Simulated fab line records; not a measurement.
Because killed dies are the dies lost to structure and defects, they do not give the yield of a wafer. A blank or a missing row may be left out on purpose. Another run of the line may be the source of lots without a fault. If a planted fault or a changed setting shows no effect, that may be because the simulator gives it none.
A lot that was struck, set against a sound lot | flow n5Finfet | 36 steps out of a route of 1938
Sound: these wafers, L582.1, L582.2, L582.3. Struck: wafers L596.1, L596.4. (L596.6 of the same lot was not struck and is left out.) The cause comes at the end.
Per side, at each step with rows, come the tool, then ch with its chambers, and then its first start. Under that, the readings that differ: sound wafers | struck wafers | difference of the means | sigmas: that difference in standard deviations of wafers without a fault.
alike: readings with means less than 2 such deviations apart, plus words and numbers identical on both sides. not compared: withheld readings, readings lacking a value on some wafer, bounds such as >300 that could conceal the same value, and numbers that have no deviation in the record and whose values overlap.
Wherever a step has rows on one side only, a row that says differs or no value, or a row with sigmas, the two part there. Numbers that have no deviation but don't overlap get no sigmas and don't part them. A reading that every wafer of one side lacks parts them only if that side has two wafers or more.

first, 9 steps without rows for these wafers: N5_BEOL_M4_ANNEAL_95 (time 240 s); N5_BEOL_M4_SPUTTER_96 (material Cu, target thk 4.5 nm, time 8.29 s); N5_BEOL_M4_ECD_50 (material Cu, target thk 300 nm); N5_BEOL_M4_ANNEAL_51 (time 90 s); N5_BEOL_M4_CMP_52 (polishes, stops on SiOC, t overpolish 6.8 s, target thk 40 nm); N5_BEOL_M4_PRE_CLEAN_60 (time 15 s); N5_BEOL_M4_CO_CAP_55 (material Co, precursor CCTBA/H2, target thk 2 nm, time 102.1 s); N5_BEOL_M4_PRE_CLEAN_56 (time 15 s); N5_BEOL_M4_DEP_57 (deposits SiCN from 3MS/NH3, target thk 8 nm, time 14 s).
N5_BEOL_M4_RC_MEAS_101:
  sound on prober-01 ch 0, day 10 14:05; struck on prober-01 ch 0, day 14 04:14
reading       | sound       | struck  | difference | sigmas
ION_N (uA/um) | 653 667 679 | 687 691 | +23        | +2
  alike: DIBL_N, DIBL_P, IOFF_N, IOFF_P, ION_P, SS_N, SS_P, VT_N, VT_P
then, 24 steps without rows for these wafers: N5_BEOL_M5_ILD_DEP_00 (deposits SiCOH lowk from DEMS/porogen, target thk 140.64 nm, time 25.9 s); N5_BEOL_M5_CURE_79 (cures SiCOH lowk, time 240 s); N5_BEOL_M5_PECVD_70 (deposits SiO2 from TEOS/O2, target thk 16 nm, time 18 s); N5_BEOL_M5_HM_DEP_02 (deposits TiN, target thk 20 nm); N5_BEOL_M5_COAT_59 (time 60 s, resist thk 60 nm); N5_BEOL_M5_COAT_60 (time 60 s, resist thk 12 nm); N5_BEOL_M5_COAT_71 (time 60 s, resist thk 5 nm); N5_BEOL_M5_COAT_05 (resist thk 30 nm); N5_BEOL_M5_EBR_07; N5_BEOL_M5_SOFTBAKE_06 (time 60 s); N5_BEOL_M5_EXPOSE_08 (exposes mask M5, target cd 28 nm); N5_BEOL_M5_PEB_09 (peb time 60 s); N5_BEOL_M5_DEVELOP_10 (develop time 30 s); N5_BEOL_M5_DESCUM_16 (chemistry O2, time 7 s); N5_BEOL_M5_ETCH_72 (etches underlayer in N2/H2, target depth 6.5 nm, time 5.2 s); N5_BEOL_M5_ETCH_61 (etches SiARC in CF4, target depth 15.6 nm, time 26 s); N5_BEOL_M5_ETCH_62 (etches SOC in N2/H2, target depth 75 nm, overetch 15 nm, time 112.5 s); N5_BEOL_M5_STRIP_63 (strips in N2/H2); N5_BEOL_M5_STRIP_73 (strips in N2/H2); N5_BEOL_M5_STRIP_64 (strips in CF4); N5_BEOL_M5_HM_OPEN_17 (chemistry Cl2/BCl3, target TiN, target depth 20 nm, overetch 6 nm); N5_BEOL_M5_STRIP_19 (strips in O2); N5_BEOL_M5_COAT_65 (time 60 s, resist thk 60 nm); N5_BEOL_M5_COAT_66 (time 60 s, resist thk 12 nm).
N5_BEOL_M5_EXPOSE_25: exposes mask V4, defocus 10 nm.
  sound on euvScanner-02 ch 0, day 10 19:37; struck on euvScanner-01 ch 0, day 14 12:13
  alike: mask
-- here the record skips 4 days between the struck wafers' starts before and after, leaving off in module BEOL_M5 and picking up in module PASSIVATION (first step shown: number 1936 of the route) --
N5_PASSIVATION_PROBE_49:
  sound: prober-02 at day 15 13:43; struck: prober-01 at day 18 08:22
reading                | sound          | struck    | difference | sigmas
defectLimitedYield (%) | 91.4 92.5 91.6 | 0 0       | -92        | -61
killed_at_M4_up        | 13 19 19       | 1110 1093 | +1084      | +99 or more
killedDies             | 101 88 99      | 1180 1180 | +1084      | +60
killedOnRim            | 18 11 5        | 152 152   | +141       | +31
sortNPass              | 1079 1092 1081 | 0 0       | -1084      | -60
sortYieldPct (%)       | 91.4 92.5 91.6 | 0 0       | -92        | -61
  alike: killed_at_M0_to_M3, killedAtContacts, killedAtFrontEnd, killedAtOther, killedOpen, killedShort, sort_bin_5_function, sort_bin_6_memory

## WHERE THEY PART
At N5_BEOL_M4_RC_MEAS_101 first; at N5_PASSIVATION_PROBE_49 last (within this record only).

WHY: what the simulator had put in
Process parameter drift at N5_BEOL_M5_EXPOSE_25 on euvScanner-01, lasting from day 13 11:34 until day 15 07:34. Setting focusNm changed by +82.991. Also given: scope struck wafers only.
